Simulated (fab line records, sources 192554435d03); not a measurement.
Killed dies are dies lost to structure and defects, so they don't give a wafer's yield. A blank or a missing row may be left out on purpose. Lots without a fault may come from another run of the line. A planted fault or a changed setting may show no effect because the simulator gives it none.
Which tool did it? | flow n5_finfet | 11 lots, 33 wafers sampled, at 6 steps of a route of 1938

WHAT THE GAUGES READ, wafer by wafer
N5_FIN_SAQP_CD_MEAS_31: target cd 8 nm.
lot  | measured    | on        | cd_nm (nm)
L075 | day 2 08:48 | cd_sem-02 | 7.96 7.99 8.04
L077 | day 2 21:41 | cd_sem-01 | 8.14 7.90 8.03
L079 | day 3 12:14 | cd_sem-03 | 8.26 8.11 8.07
L081 | day 3 21:17 | cd_sem-02 | 8.30 8.02 8.08
L083 | day 4 08:41 | cd_sem-01 | 7.89 8.03 8.11
L085 | day 4 22:13 | cd_sem-01 | 7.97 7.94 7.98
L087 | day 5 09:38 | cd_sem-03 | 7.89 7.73 7.69
L089 | day 5 19:08 | cd_sem-03 | 7.83 8.00 7.32
L091 | day 6 07:40 | cd_sem-03 | 8.23 8.20 7.98
L094 | day 7 01:29 | cd_sem-01 | 8.38 8.40 8.00
L096 | day 7 14:43 | cd_sem-01 | 8.24 8.17 8.05

WHICH TOOL RAN EACH LOT (tool, then ch and the chambers of the sampled wafers, then the start)
lot  | N5_PMOS_HMC_CHANNEL_EPI_ETCH_38 | N5_FIN_SAQP_PECVD_47           | N5_FIN_SAQP_ETCH_51               | N5_FIN_SAQP_MANDREL_ETCH_22     | N5_FIN_SAQP_MANDREL2_REMOVE_60
L075 | rie_si-05 ch 0,1, day 2 01:18   | pecvd-01 ch 0,1, day 2 04:17   | rie_diel-04 ch 2,3, day 2 05:11   | rie_si-06 ch 0,2,3, day 2 05:26 | rie_si-03 ch 1,2, day 2 08:41
L077 | rie_si-01 ch 0,1, day 2 11:37   | pecvd-04 ch 0,1, day 2 15:49   | rie_diel-04 ch 1,3, day 2 17:07   | rie_si-04 ch 0,1, day 2 17:22   | rie_si-04 ch 1,3, day 2 21:34
L079 | rie_si-05 ch 1,2,3, day 3 03:08 | pecvd-01 ch 0,2, day 3 06:07   | rie_diel-04 ch 1,2, day 3 07:40   | rie_si-06 ch 1,2,3, day 3 07:55 | rie_si-06 ch 0,2,3, day 3 12:07
L081 | rie_si-05 ch 2,3, day 3 13:15   | pecvd-01 ch 1,2, day 3 16:14   | rie_diel-04 ch 0,1,2, day 3 17:22 | rie_si-04 ch 0,3, day 3 17:36   | rie_si-03 ch 0,2, day 3 21:10
L083 | rie_si-01 ch 0,1,3, day 4 00:51 | pecvd-02 ch 0,1,2, day 4 04:15 | rie_diel-01 ch 1,2, day 4 05:02   | rie_si-03 ch 0,2,3, day 4 05:17 | rie_si-04 ch 1,3, day 4 08:35
L085 | rie_si-02 ch 0,1,2, day 4 11:56 | pecvd-04 ch 1,2, day 4 14:54   | rie_diel-06 ch 0,1,2, day 4 15:43 | rie_si-03 ch 0,3, day 4 15:58   | rie_si-04 ch 0,3, day 4 22:07
L087 | rie_si-02 ch 1,2,3, day 5 01:58 | pecvd-01 ch 0,2, day 5 05:00   | rie_diel-04 ch 0,1, day 5 05:43   | rie_si-06 ch 0,3, day 5 05:58   | rie_si-06 ch 2,3, day 5 09:32
L089 | rie_si-02 ch 1,2,3, day 5 11:39 | pecvd-04 ch 0,2, day 5 14:39   | rie_diel-04 ch 1,3, day 5 15:26   | rie_si-03 ch 0,1,3, day 5 15:41 | rie_si-06 ch 1,3, day 5 19:02
L091 | rie_si-05 ch 1,2,3, day 6 00:10 | pecvd-02 ch 0,1,2, day 6 03:20 | rie_diel-04 ch 0,1,3, day 6 04:00 | rie_si-06 ch 0,1,3, day 6 04:16 | rie_si-03 ch 1,2, day 6 07:34
L094 | rie_si-05 ch 0,1,3, day 6 17:56 | pecvd-01 ch 0,1,2, day 6 20:55 | rie_diel-06 ch 0,2,3, day 6 21:34 | rie_si-06 ch 0,1,2, day 6 21:49 | rie_si-03 ch 0,2,3, day 7 01:23
L096 | rie_si-02 ch 0,1,2, day 7 06:45 | pecvd-04 ch 0,1,2, day 7 09:55 | rie_diel-01 ch 0,1,3, day 7 10:41 | rie_si-06 ch 0,1,3, day 7 10:56 | rie_si-03 ch 0,2,3, day 7 14:37
- N5_PMOS_HMC_CHANNEL_EPI_ETCH_38: etches SiO2 in CF4, target depth 1.5 nm.
- N5_FIN_SAQP_PECVD_47: deposits a-Si from SiH4/He, target thk 45 nm, time 36.3 s.
- N5_FIN_SAQP_ETCH_51: etches SiARC in CF4, target depth 45.5 nm, time 75.8 s.
- N5_FIN_SAQP_MANDREL_ETCH_22: etches a-Si in HBr/Cl2, stops on SiNx, target depth 60 nm, bt time 10 s, time 30 s.
- N5_FIN_SAQP_MANDREL2_REMOVE_60: chemistry HBr/Cl2/O2, target a-Si, stops on SiNx, bt time 10 s.

THE ANSWER, worked out from the rows above alone
Rule: what is usual is taken from the lots themselves. Put in order of their means at a reading, lots are off if they are a third of the lots or fewer, leave a main group of 4 or more, and stand apart from it by a gap of 3 or more times the standard deviation of the main group's means; of several such gaps the widest counts. A main group whose means are all the same, to the digits that the tables above print for the reading, isn't used. A lot without any number at a reading at which 4 lots or more have one is off too. The other lots that the step has rows for count as sound.
No lot is off at any reading shown: from this, nothing can be told.

WHAT THE SIMULATOR HAD PUT IN
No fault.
